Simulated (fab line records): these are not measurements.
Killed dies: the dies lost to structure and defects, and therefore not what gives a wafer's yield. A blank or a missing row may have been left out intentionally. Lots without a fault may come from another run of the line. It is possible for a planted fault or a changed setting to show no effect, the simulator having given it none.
Struck lot and sound lot, side by side ; flow nand-harc ; 18 out of 1302 route steps
Sound: wafers L714.3, L714.4, L714.6. Wafers L718.1, L718.4, L718.5 were the ones struck. At the end, the cause is stated.
Each step with rows lists, per side, the tool, then ch with its chambers, then its first start. Under that, the readings that differ: sound wafers ; struck wafers ; difference of the means ; sigmas: that difference in standard deviations of wafers without a fault.
alike: readings whose means differ by less than 2 such deviations, and words and numbers that are the same on both sides. not compared: withheld readings, readings that some wafer has no value for, bounds like >300 that may hide the same value, and numbers for which the record gives no deviation and whose values overlap.
The two part at a step that has a row with sigmas, a row that says differs or no value, or rows on one side only. When numbers do not overlap yet have no deviation, they are printed without sigmas and do not part them. A reading that every wafer of one side lacks parts them only if that side has two wafers or more.

NHARC_P_GATE_CD_MEAS_59: target cd 720 nm.
  sound on cd-sem-02 ch 0, day 6 11:54; struck on cd-sem-02 ch 0, day 8 04:05
  alike: cd-nm
then, 1 step without rows for these wafers: NHARC_P_GATE_HARDBAKE_60 (time 80 s).
NHARC_P_GATE_DESCUM_61: chemistry O2, time 3 s.
  sound on rie-diel-11 ch 0,1,3, day 6 12:04; struck on rie-diel-11 ch 0,1,3, day 8 04:15
  alike: drypump-motor-current-A, oes-product-au, rf-vpp-V, showerhead-plenum-p-Torr, throttle-valve-pct
  not compared: rf-hours-counter-h
following that, these wafers have no rows for 1 step: NHARC_P_GATE_IMPLANT_62.
NHARC_P_GATE_STRIP_112: strips in N2/H2, time 200 s.
  sound on plasma-asher-02 ch 0,1, day 6 12:31; struck on plasma-asher-02 ch 0,1, day 8 04:40
  alike: drypump-motor-current-A, heater-power-w
  not compared: rf-hours-counter-h
NHARC_P_GATE_STRIP_76: strips in O2.
  sound on plasma-asher-02 ch 0,1, day 6 12:43; struck on plasma-asher-02 ch 0,1, day 8 04:54
  alike: drypump-motor-current-A, heater-power-w
  not compared: rf-hours-counter-h
then, 6 steps without rows for these wafers: NHARC_P_GATE_STRIP_63 (strips in SPM, time 900 s); NHARC_P_GATE_DEHYDRATE_83 (time 120 s); NHARC_P_GATE_HMDS_84 (time 30 s); NHARC_P_GATE_COAT_85; NHARC_P_GATE_SOFTBAKE_86 (time 95 s); NHARC_P_GATE_EBR_87.
NHARC_P_GATE_EXPOSE_88: exposes mask P HVN, target cd 2000 nm.
  sound on krf-scanner-04 ch 0, day 6 13:31; struck on krf-scanner-04 ch 0, day 8 05:39
reading;sound;struck;difference;sigmas
mask;P_HVN#0 P_HVN#0 P_HVN#0;P_PSD#0 P_PSD#0 P_PSD#0;differs;
then, 2 steps without rows for these wafers: NHARC_P_GATE_PEB_89 (peb time 85 s); NHARC_P_GATE_DEVELOP_90 (time 70 s).
NHARC_P_GATE_CD_MEAS_91: target cd 2000 nm.
  sound on cd-sem-02 ch 0, day 6 13:40; struck on cd-sem-03 ch 0, day 8 05:48
reading;sound;struck;difference;sigmas
cd-nm (nm);2002.7 2000.6 1998.6;- - -;no value on the struck wafers;
then, 1 step without rows for these wafers: NHARC_P_GATE_HARDBAKE_92 (time 80 s).
-- break in the record here, with 18 days between the starts of the struck wafers on either side (left off in module P_GATE, picked up again in module END, where the first step shown is number 1302 on the route) --
NHARC_END_SORT_01:
  sound on prober-02 ch 0, day 24 22:05; struck on prober-02 ch 0, day 26 11:40
reading;sound;struck;difference;sigmas
killed-at-periphery;1 3 2;630 633 633;+630;+99 or more
killed-dies;69 67 76;677 677 677;+606;+32
  alike: killed-at-array, killed-at-other, killed-open, killed-short

## WHERE THEY PART
At NHARC_P_GATE_EXPOSE_88 first; at NHARC_END_SORT_01 last (within this record only).

WHY: what the simulator had put in
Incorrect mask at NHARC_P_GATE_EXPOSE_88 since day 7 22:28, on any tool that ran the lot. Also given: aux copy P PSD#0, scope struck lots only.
